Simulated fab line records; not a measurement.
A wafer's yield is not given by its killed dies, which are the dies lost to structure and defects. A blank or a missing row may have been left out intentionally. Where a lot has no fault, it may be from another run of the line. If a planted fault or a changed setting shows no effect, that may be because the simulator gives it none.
Matching of chambers    flow n5_finfet    N5_BEOL_M9_STRIP_19 on rie_diel-01 has 3 sister chambers
The step strips in O2. 6 wafers are shown with their chamber, then 3 later ones without.

== WAFERS PAIRED WITH THEIR CHAMBERS ==
wafer   chamber  throttle_valve_pct (%)  drypump_motor_current_A (A)
L133.1  1        16.24                   6.0
L133.5  1        16.21                   6.0
L137.3  2        16.94                   6.3
L137.4  3        16.79                   5.8
L139.2  3        16.79                   5.8
L139.4  2        16.95                   6.2

== WAFERS WITHOUT THEIR CHAMBER ==
wafer   throttle_valve_pct (%)  drypump_motor_current_A (A)
L150.2  16.30                   6.0
L151.3  16.84                   5.8
L151.5  16.84                   5.8

== WHICH CHAMBER EACH WENT THROUGH ==
wafer   from the rows above  in truth
L150.2  1                    1
L151.3  3                    3
L151.5  3                    3
Correct placement for 3 of the 3. From these rows, 0 cannot be placed. Wrongly placed: 0.
How it was worked out, from the rows above alone: a wafer's distance from a chamber is the root of the sum, over the readings, of the square of ((its reading less the chamber's mean) divided by the reading's scatter). The wafer belongs to the nearest chamber; if the next one is less than 2 further off, it can't be placed. For every chamber, the mean is computed from those of its wafers that are shown. The scatter is the square root of a quotient: the sum, over the shown wafers, of each reading's squared deviation from its chamber's mean, divided by wafers minus chambers.
